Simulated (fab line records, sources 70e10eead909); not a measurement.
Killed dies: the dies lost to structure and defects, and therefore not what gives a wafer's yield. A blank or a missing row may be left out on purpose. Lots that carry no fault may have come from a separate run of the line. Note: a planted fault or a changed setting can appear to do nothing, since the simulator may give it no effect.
fab line records -- flow nand-harc
record: lots: 11, wafers: 33, last-day: 24
route steps=1159 shown P_STI@87 P_GATE@132 END@1159
lots that met no fault: from a run of the same line without faults
start-h: hours from the record's opening day to when the first of the lot's shown wafers began -- wait-h: hours since the lot's step before -- " identical to the entry in the row above -- L1.1+2: a single row standing in for several wafers -- - no value, or no start given -- * or withheld: withheld -- < > ~ a bound
route shown NAME@n: names a module that has steps shown in the file, with the first one's number in the route -- usual: the fault-free wafers' mean and standard deviation -- same: alike in all rows -- chamber/n: place in a boat -- sites: per-site readings -- _std_site: standard deviation across them -- _edge_site: the outer-site mean with the inner-site mean subtracted -- radius-mm: for every site, how far away it sits from the centre of the wafer -- mask NAME#n: copy n -- behind: the tool/chamber that last shaped the wafer -- hold: reason for holding the lot/hours on hold/outcome of the hold -- device: names the non-switching transistor (n, p or np) -- end of line: tests of these same wafers at the route's end -- a step without rows: its recipe alone -- killed: dies lost to structure and defects at the first sort, not the wafer's yield -- map: dies across one wafer; x = killed, . = not, _ = none there
set.NAME: the setting the step ran with; set.NAME@STEP: the setting that earlier step ran with -- model.NAME: the simulator's own value behind a step, which no gauge read
steps of the route over a sample of lots; a table a step, a row a wafer
services: the hour from which a tool's chamber was out of use, counted from the record's first day as start-h (under 0 if before that day), plus the number of hours and why
== steps ==
step: NHARC_P_STI_DESCUM_14
recipe: time-s: 3, o2-flow-sccm: 200, ar-flow-sccm: 0, bias-power-w: 0, chemistry: O2
usual: drypump-motor-current-A: 5.6/0.42, mfc-ar-sccm: 0.007/0.011, oes-product-au: 0.998/0.019, rf-vpp-V: 57.7/0.86, showerhead-plenum-p-Torr: 1.91/0.077, throttle-valve-pct: 11.311/0.0093
same: time-s: 3
lot.wafer,tool,chamber,start-h,wait-h,drypump-motor-current-A,mfc-ar-sccm,oes-product-au,rf-hours-counter-h,rf-vpp-V,showerhead-plenum-p-Torr,throttle-valve-pct
L675.4,rie-diel-08,0,46.20,-,5.1,0,0.986,5.7,59.0,1.96,11.312
L675.6,rie-diel-08,3,46.20,-,5.0,0.018,1.017,-,57.6,2.01,11.308
L675.5,rie-diel-08,0,46.20,-,5.1,0,0.974,-,58.8,1.96,11.319
L680.3,rie-diel-08,3,77.08,-,5.0,0.018,1.017,7.0,57.5,2.01,11.313
L680.2,rie-diel-08,0,77.08,-,5.1,0,0.970,7.5,58.0,1.96,11.306
L680.6,rie-diel-08,1,77.08,-,5.7,0.017,0.998,-,57.4,1.89,11.303
L681.1,rie-diel-08,3,86.49,-,5.0,0.018,1.024,7.2,56.8,2.01,11.314
L681.6,rie-diel-08,3,86.49,-,5.0,0.018,1.022,-,57.9,2.01,11.318
L681.4,rie-diel-08,0,86.49,-,5.1,0,0.981,-,57.4,1.96,11.307
L683.2,rie-diel-09,3,95.11,-,5.8,0,1.021,0.3,58.4,1.86,11.317
L683.4,rie-diel-09,1,95.11,-,6.4,0,1.011,0.2,58.9,1.78,11.329
L683.6,rie-diel-09,2,95.11,-,5.5,0.032,0.993,-,58.2,1.80,11.310
L684.3,rie-diel-08,0,102.66,-,5.1,0,0.969,9.3,56.8,1.96,11.317
L684.2,rie-diel-08,1,102.66,-,5.7,0.017,0.998,8.8,57.4,1.89,11.321
L684.1,rie-diel-08,3,102.66,-,5.0,0.018,1.013,8.8,56.9,2.01,11.314
L687.2,rie-diel-09,1,115.83,-,6.4,0,1.014,0.8,56.8,1.78,11.313
L687.3,rie-diel-09,2,115.83,-,5.5,0.032,1.007,1.0,55.5,1.80,11.295
L687.6,rie-diel-09,0,115.83,-,5.3,0.004,0.981,-,57.6,1.84,11.311
L688.1,rie-diel-06,1,125.37,-,6.3,0,1.003,1.3,58.7,1.89,11.301
L688.4,rie-diel-06,2,125.37,-,5.3,0,1.002,1.3,58.5,1.97,11.306
L688.6,rie-diel-06,0,125.37,-,5.8,0.010,1.016,-,57.6,1.98,11.309
L690.4,rie-diel-09,1,136.97,-,6.4,0,1.005,1.6,57.9,1.78,11.324
L690.5,rie-diel-09,0,136.97,-,5.3,0.004,0.973,-,58.8,1.84,11.302
L690.6,rie-diel-09,1,136.97,-,6.4,0,1.004,-,56.9,1.78,11.313
L691.3,rie-diel-08,3,146.91,-,5.0,0.018,1.017,1.2,57.2,2.01,11.306
L691.4,rie-diel-08,0,146.91,-,5.1,0,0.990,-,57.3,1.96,11.318
L691.6,rie-diel-08,2,146.91,-,5.8,0,0.980,-,58.4,1.92,11.312
L692.3,rie-diel-06,1,147.09,-,6.2,0,1.002,1.6,56.6,1.89,11.315
L692.4,rie-diel-06,2,147.09,-,5.4,0,1.000,1.6,59.3,1.97,11.300
L692.2,rie-diel-06,0,147.09,-,5.8,0.010,1.005,1.5,57.1,1.98,11.306
L693.1,rie-diel-06,2,155.48,-,5.4,0,1.002,1.8,57.8,1.97,11.304
L693.2,rie-diel-06,3,155.48,-,6.0,0,1.004,1.7,57.9,2.05,11.314
L693.5,rie-diel-06,2,155.48,-,5.3,0,1.001,-,56.9,1.97,11.295
step: NHARC_P_STI_ETCH_15
recipe: target-depth-a: 3000, taper-deg: 4, time-s: 100.1, hbr-flow-sccm: 150, cl2-flow-sccm: 50, rf-w: 400, icp-w: 400, bias-w: 100, chemistry: HBr/Cl2
usual: drypump-motor-current-A: 5.8/0.44, oes-product-au: 0.994/0.012, rf-fwd-power-W: 397.3/1.7, throttle-valve-pct: 26.406/0.0093
same: time-s: 100.1
lot.wafer,tool,chamber,start-h,wait-h,drypump-motor-current-A,oes-product-au,rf-fwd-power-W,rf-hours-counter-h,throttle-valve-pct
L675.4,rie-si-03,0,46.47,-,5.1,0.997,394.7,0.5,26.382
L675.6,rie-si-03,0,46.47,-,5.1,0.998,395.0,-,26.409
L675.5,rie-si-03,1,46.47,-,6.9,0.994,396.2,-,26.404
L680.3,rie-si-06,2,77.36,-,5.7,1.003,400.3,0.3,26.412
L680.2,rie-si-06,0,77.36,-,6.5,1.013,397.1,0.4,26.403
L680.6,rie-si-06,1,77.36,-,5.5,0.982,398.5,-,26.407
L681.1,rie-si-03,3,86.80,-,6.0,0.992,397.6,0.9,26.394
L681.4,rie-si-03,0,86.80,-,5.1,0.993,394.9,0.8,26.418
L681.6,rie-si-03,3,86.80,-,6.0,0.994,395.9,-,26.408
L683.4,rie-si-03,0,95.41,-,5.1,0.996,396.5,0.9,26.384
L683.2,rie-si-03,1,95.41,-,6.9,0.971,394.8,0.9,26.410
L683.6,rie-si-03,3,95.41,-,5.9,0.988,398.8,-,26.411
L684.2,rie-si-06,3,102.94,-,5.7,1.008,395.6,0.5,26.396
L684.3,rie-si-06,0,102.94,-,6.5,1.015,397.5,0.5,26.404
L684.1,rie-si-06,2,102.94,-,5.7,1.007,397.0,0.5,26.399
L687.3,rie-si-03,1,116.09,-,6.8,1.003,397.1,1.0,26.413
L687.2,rie-si-03,0,116.09,-,5.1,1.022,396.9,1.1,26.394
L687.6,rie-si-03,2,116.09,-,5.6,1.011,399.1,-,26.410
L688.1,rie-si-02,3,125.65,-,5.5,0.984,395.1,0.6,26.408
L688.4,rie-si-02,0,125.65,-,6.1,0.995,395.6,0.5,26.408
L688.6,rie-si-02,3,125.65,-,5.6,0.984,395.7,-,26.409
L690.4,rie-si-02,1,137.26,-,5.7,0.992,399.5,0.6,26.398
L690.5,rie-si-02,3,137.26,-,5.6,0.984,395.0,-,26.412
L690.6,rie-si-02,0,137.26,-,6.1,0.998,397.2,-,26.401
L691.4,rie-si-02,0,147.23,-,6.0,1.007,397.4,0.7,26.401
L691.3,rie-si-02,2,147.23,-,5.4,1.003,396.6,0.8,26.404
L691.6,rie-si-02,0,147.23,-,6.0,1.003,394.7,-,26.396
L692.2,rie-si-03,3,147.38,-,6.0,1.008,397.8,1.3,26.417
L692.4,rie-si-03,0,147.38,-,5.1,1.016,396.5,1.3,26.392
L692.3,rie-si-03,1,147.38,-,6.9,0.999,399.5,1.2,26.407
L693.2,rie-si-02,3,155.77,-,5.6,0.991,396.2,1.0,26.399
L693.1,rie-si-02,0,155.77,-,6.0,0.980,397.9,0.9,26.414
L693.5,rie-si-02,2,155.77,-,5.4,0.993,398.1,-,26.402
step: NHARC_P_GATE_DEP_103
recipe: target-thk-a: 300, target-thk-nm: 30, temp-c: 400, flow-sccm: 200, rf-w: 350, material: SiON
usual: heater-power-w: 779/120, rf-fwd-power-W: 348.7/1.2
lot.wafer,tool,chamber,start-h,wait-h,heater-power-w,rf-fwd-power-W,since-wet-clean-h
L675.5,pecvd-03,1,100.67,0.2,798,349.1,-
L675.4,pecvd-03,2,100.67,0.2,635,348.4,-
L675.6,pecvd-03,0,100.67,0.2,752,349.6,-
L675.5,pecvd-03,1,101.02,0.3,806,348.3,-
L675.4,pecvd-03,2,101.02,0.3,639,347.5,-
L675.6,pecvd-03,0,101.02,0.3,742,348.7,-
L680.3,pecvd-04,0,132.36,0.3,969,348.4,105
L680.2,pecvd-04,2,132.36,0.3,673,346.1,105
L680.6,pecvd-04,1,132.36,0.3,812,349.7,-
L681.1,pecvd-04,2,138.16,0.6,672,348.3,111
L681.6,pecvd-04,0,138.16,0.6,1030,347.5,-
L681.4,pecvd-04,2,138.16,0.6,659,346.9,-
L683.2,pecvd-02,2,143.42,0.5,824,348.5,158
L683.6,pecvd-02,1,143.42,0.5,988,349.2,-
L683.4,pecvd-02,2,143.42,0.5,862,349.7,-
L683.2,pecvd-02,2,143.78,0.3,820,348.7,-
L683.6,pecvd-02,1,143.78,0.3,970,349.5,-
L683.4,pecvd-02,2,143.78,0.3,847,346.4,-
L687.3,pecvd-04,0,163.98,0.4,918,347.6,137
L687.2,pecvd-04,2,163.98,0.4,597,348.2,137
L687.6,pecvd-04,1,163.98,0.4,759,349.7,-
L684.3,pecvd-03,0,164.14,0.6,728,349.2,40
L684.1,pecvd-03,1,164.14,0.6,769,348.2,40
L684.2,pecvd-03,2,164.14,0.6,758,348.9,40
L684.3,pecvd-03,0,164.99,0.8,730,347.9,-
L684.1,pecvd-03,1,164.99,0.8,766,348.1,-
L684.2,pecvd-03,2,164.99,0.8,720,349.2,-
L688.1,pecvd-03,2,183.19,0.6,780,349.6,59
L688.4,pecvd-03,0,183.19,0.6,689,346.8,-
L688.6,pecvd-03,2,183.19,0.6,799,349.0,-
L690.5,pecvd-03,2,188.69,0.2,659,349.4,-
L690.6,pecvd-03,0,188.69,0.2,694,350.8,-
L690.4,pecvd-03,1,188.69,0.2,795,349.0,-
L692.2,pecvd-02,0,201.70,0.5,692,347.9,35
L692.3,pecvd-02,1,201.70,0.5,972,346.5,35
L692.4,pecvd-02,2,201.70,0.5,749,349.5,-
L691.3,pecvd-02,1,201.90,0.6,966,347.0,35
L691.6,pecvd-02,0,201.90,0.6,677,347.5,-
L691.4,pecvd-02,1,201.90,0.6,979,346.8,-
L693.1,pecvd-04,1,210.92,0.6,905,349.7,3
L693.2,pecvd-04,2,210.92,0.6,654,346.8,3
L693.5,pecvd-04,0,210.92,0.6,1068,349.1,-
step: NHARC_P_GATE_ETCHBACK_37
recipe: target-depth-a: 345, time-s: 17.2, chf3-flow-sccm: 50, o2-flow-sccm: 10, ar-flow-sccm: 200, rf-w: 500, bias-w: 200, chemistry: CHF3/O2
usual: chf3-flow-sccm: 50.00/0.15, drypump-motor-current-A: 5.6/0.56, mfc-ar-sccm: 200.0/0.54, oes-product-au: 0.96/0.038, rf-fwd-power-W: 490.2/2.4, rf-vpp-V: 370.8/2.3, showerhead-plenum-p-Torr: 2.41/0.092, throttle-valve-pct: 20.573/0.0087
same: time-s: 17.2
lot.wafer,tool,chamber,start-h,wait-h,chf3-flow-sccm,drypump-motor-current-A,mfc-ar-sccm,oes-product-au,rf-fwd-power-W,rf-hours-counter-h,rf-vpp-V,showerhead-plenum-p-Torr,throttle-valve-pct
L675.4,rie-diel-05,3,-,-,49.81,6.3,201.1,1.02,492.7,46,368.6,2.37,20.558
L675.6,rie-diel-05,1,-,-,50.02,5.3,200.5,0.99,487.5,-,367.1,2.23,20.575
L675.5,rie-diel-05,2,-,-,49.88,6.3,200.3,1.02,488.4,-,372.9,2.48,20.583
L680.2,rie-diel-07,0,-,-,49.63,5.1,199.0,0.99,491.6,32,366.5,2.23,20.574
L680.3,rie-diel-07,1,-,-,50.07,4.9,200.5,1.01,487.1,32,372.2,2.47,20.577
L680.6,rie-diel-07,0,-,-,50.00,5.1,199.9,1.01,492.2,-,367.3,2.23,20.571
L681.1,rie-diel-04,2,-,-,50.02,5.8,199.8,1.01,488.5,9,373.0,2.48,20.583
L681.4,rie-diel-04,3,-,-,49.87,5.4,200.2,1.00,490.4,8,372.5,2.53,20.581
L681.6,rie-diel-04,1,-,-,49.85,5.1,199.4,1.00,489.9,-,369.9,2.40,20.573
L683.4,rie-diel-07,1,-,-,49.88,4.9,199.9,0.95,488.2,36,372.2,2.47,20.570
L683.2,rie-diel-07,2,-,-,50.15,6.6,200.3,0.97,485.7,32,371.1,2.39,20.570
L683.6,rie-diel-07,0,-,-,49.89,5.1,199.8,0.95,488.3,-,366.0,2.23,20.579
L687.3,rie-diel-07,3,-,-,49.96,5.2,199.9,1.02,490.7,41,370.6,2.44,20.558
L687.2,rie-diel-07,0,-,-,49.91,5.1,200.1,1.01,487.6,44,367.6,2.22,20.568
L687.6,rie-diel-07,2,-,-,49.87,6.6,201.0,1.02,488.7,-,370.5,2.38,20.578
L684.2,rie-diel-04,0,-,-,50.03,6.0,199.9,0.95,492.1,13,370.8,2.38,20.569
L684.3,rie-diel-04,2,-,-,49.87,5.8,199.0,0.94,488.7,14,372.6,2.48,20.576
L684.1,rie-diel-04,3,-,-,50.11,5.4,200.8,0.93,486.7,14,373.5,2.53,20.565
L688.4,rie-diel-05,0,-,-,49.95,6.3,200.1,0.92,495.3,3,368.5,2.38,20.561
L688.1,rie-diel-05,3,-,-,50.09,6.3,200.1,0.92,494.2,4,369.3,2.36,20.574
L688.6,rie-diel-05,0,-,-,49.87,6.3,201.0,0.92,492.7,-,368.7,2.38,20.570
L690.4,rie-diel-05,1,-,-,49.94,5.2,200.1,1.00,490.0,7,376.9,2.59,20.574
L690.5,rie-diel-05,3,-,-,49.89,6.3,200.3,1.00,496.2,-,370.9,2.36,20.580
L690.6,rie-diel-05,0,-,-,49.88,6.3,200.1,1.01,494.3,-,369.5,2.38,20.571
L692.2,rie-diel-07,3,-,-,49.90,5.1,199.3,0.94,489.2,54,370.7,2.43,20.553
L692.3,rie-diel-07,1,-,-,50.18,4.9,200.0,0.93,488.5,56,371.1,2.46,20.580
L692.4,rie-diel-07,2,-,-,50.14,6.6,199.0,0.95,487.0,52,371.1,2.38,20.580
L691.3,rie-diel-04,2,-,-,49.66,5.8,199.1,0.94,489.3,21,372.6,2.48,20.573
L691.4,rie-diel-04,0,-,-,50.09,6.0,200.2,0.94,495.8,22,371.4,2.38,20.561
L691.6,rie-diel-04,2,-,-,49.86,5.9,199.3,0.95,487.6,-,372.5,2.48,20.580
L693.2,rie-diel-07,3,-,-,49.99,5.1,199.3,1.02,491.3,56,370.8,2.43,20.576
L693.1,rie-diel-07,1,-,-,50.08,4.9,199.6,1.00,488.8,59,370.9,2.46,20.573
L693.5,rie-diel-07,2,-,-,49.94,6.6,200.1,1.03,487.3,-,368.5,2.38,20.572
step: NHARC_END_SORT_01
recipe: temp-c: 25
usual: killed-at-array: 28/10, killed-at-other: 0.6/1.1, killed-at-periphery: 3.6/2.6, killed-dies: 32/10, killed-open: 3.3/1.8, killed-short: 1.9/1.4
same: gross-dies: 677
lot.wafer,tool,chamber,start-h,wait-h,killed-at-array,killed-at-other,killed-at-periphery,killed-dies,killed-open,killed-short
L675.4,prober-02,0,486.33,3.4,28,0,3,31,3,2
L675.5,prober-02,0,487.13,3.7,33,0,1,34,3,4
L675.6,prober-02,0,487.93,4.0,30,0,1,31,1,3
killed by level:class
L675.4 A_CHANNEL_HOLE_D1:chamber-film-flake=19 A_CONTACT:geometric-particle:open=2 A_STAIRCASE:chamber-film-flake=2 A_SLIT:chamber-film-flake=2 A_CONTACT:chamber-film-flake=2 P_GATE:geometric-particle:short=1 P_M1:geometric-particle:open=1 A_CHANNEL_FILL_D1:geometric-particle:short=1
L675.5 A_CHANNEL_HOLE_D1:chamber-film-flake=18 A_STAIRCASE:chamber-film-flake=5 A_SLIT:chamber-film-flake=3 P_M0:geometric-particle:short=1 A_ONON_D1:geometric-particle:short=1 A_CHANNEL_FILL_D1:geometric-particle:short=1 A_CHANNEL_FILL_D1:geometric-particle:open=1 A_SGD_CUT:geometric-particle:open=1
L675.6 A_CHANNEL_HOLE_D1:chamber-film-flake=18 A_STAIRCASE:chamber-film-flake=4 A_CONTACT:chamber-film-flake=4 P_M0:geometric-particle:short=1 A_CHANNEL_FILL_D1:geometric-particle:short=1 A_STAIRCASE:geometric-particle:short=1 A_CONTACT:geometric-particle:open=1 A_WL_FILL:chamber-film-flake=1
== services ==
tool,chamber,start-h,hours,kind
rie-si-02,-,34.00,9.0,pm
pecvd-03,1,47.28,6.8,repair
pecvd-03,-,47.77,0.9,repair
pecvd-04,1,48.38,17.7,repair
rie-diel-07,-,51.25,9.0,pm
pecvd-03,1,59.56,7.5,repair
rie-diel-08,0,69.75,1.4,repair
rie-diel-08,1,86.30,12.2,repair
rie-diel-07,2,107.05,2.9,repair
pecvd-03,-,111.00,13.0,pm
pecvd-02,-,111.21,0.7,repair
rie-si-03,3,111.28,12.5,repair
rie-si-02,1,118.35,6.0,repair
rie-diel-08,-,124.80,9.0,pm
rie-diel-07,-,124.81,0.4,repair
rie-diel-07,-,134.69,0.1,repair
rie-diel-08,1,142.55,12.7,repair
pecvd-02,-,153.67,13.0,pm
rie-si-03,-,155.00,9.0,pm
pecvd-02,-,168.86,2.6,repair
pecvd-04,0,186.26,3.5,repair
pecvd-04,-,195.37,13.0,pm
rie-si-02,3,198.70,12.6,repair
rie-si-02,-,211.00,9.0,pm
== key ==
first-sign: step: NHARC_P_GATE_DEP_103, reading: visit, direction: added
effect none on later readings
met-at NHARC_P_GATE_DEP_103
struck-lots L675,L683,L684
tester-left-out L675,L683,L684
not-acting-at NHARC_P_STI_DESCUM_14,NHARC_P_STI_ETCH_15,NHARC_P_GATE_ETCHBACK_37
fault: kind: repeated-step-whole, tool: pecvd-02,pecvd-03,pecvd-04, chamber: -, onset-h: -, steps: NHARC_P_GATE_DEP_103, times: 1, scope: struck-lots-only
tester-left-out: of these lots the tester's yield and bins aren't shown, on N5 and GAA mostly nor the transistor test; their killed dies are dies lost to structure and defects alone, not to doping, threshold or leakage, so they don't give the yield
